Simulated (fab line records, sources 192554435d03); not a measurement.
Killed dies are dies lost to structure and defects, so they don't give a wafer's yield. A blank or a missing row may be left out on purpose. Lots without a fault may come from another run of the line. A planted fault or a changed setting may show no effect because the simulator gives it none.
Chamber matching | flow n5_finfet | N5_BEOL_M6_DESCUM_33 on rie_diel-02: 4 sister chambers
The step chemistry O2, time 7 s. 4 wafers are shown with their chamber, then 10 later ones without.

WAFERS WITH THEIR CHAMBER
wafer  | chamber | showerhead_plenum_p_Torr (Torr)
L087.2 | 1       | 2.05
L087.6 | 0       | 2.23
L089.3 | 3       | 2.21
L089.5 | 2       | 2.09

WAFERS WITHOUT THEIR CHAMBER
wafer  | showerhead_plenum_p_Torr (Torr)
L089.6 | 2.04
L088.1 | 2.21
L088.3 | 2.22
L088.4 | 2.09
L091.2 | 2.21
L091.5 | 2.09
L091.6 | 2.04
L095.1 | 2.20
L095.2 | 2.04
L095.4 | 2.09

WHICH CHAMBER EACH WENT THROUGH
wafer  | from the rows above     | in truth
L089.6 | 1                       | 1
L088.1 | 3                       | 3
L088.3 | can't be placed: 0 or 3 | 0
L088.4 | 2                       | 2
L091.2 | 3                       | 3
L091.5 | 2                       | 2
L091.6 | 1                       | 1
L095.1 | 3                       | 3
L095.2 | 1                       | 1
L095.4 | 2                       | 2
Placed correctly: 9 of 10. Can't be placed from these rows: 1 (the true chamber is among the candidates in 1). Placed wrongly: 0.
How it was worked out, from the rows above alone: a wafer's distance from a chamber is the root of the sum, over the readings, of the square of ((its reading less the chamber's mean) divided by the reading's scatter). The wafer belongs to the nearest chamber; if the next one is less than 2 further off, it can't be placed. A chamber's mean is the mean of its shown wafers. The scatter: with one shown wafer a chamber, the root of the mean of the squares of how far each hidden wafer lies from its nearest shown one.
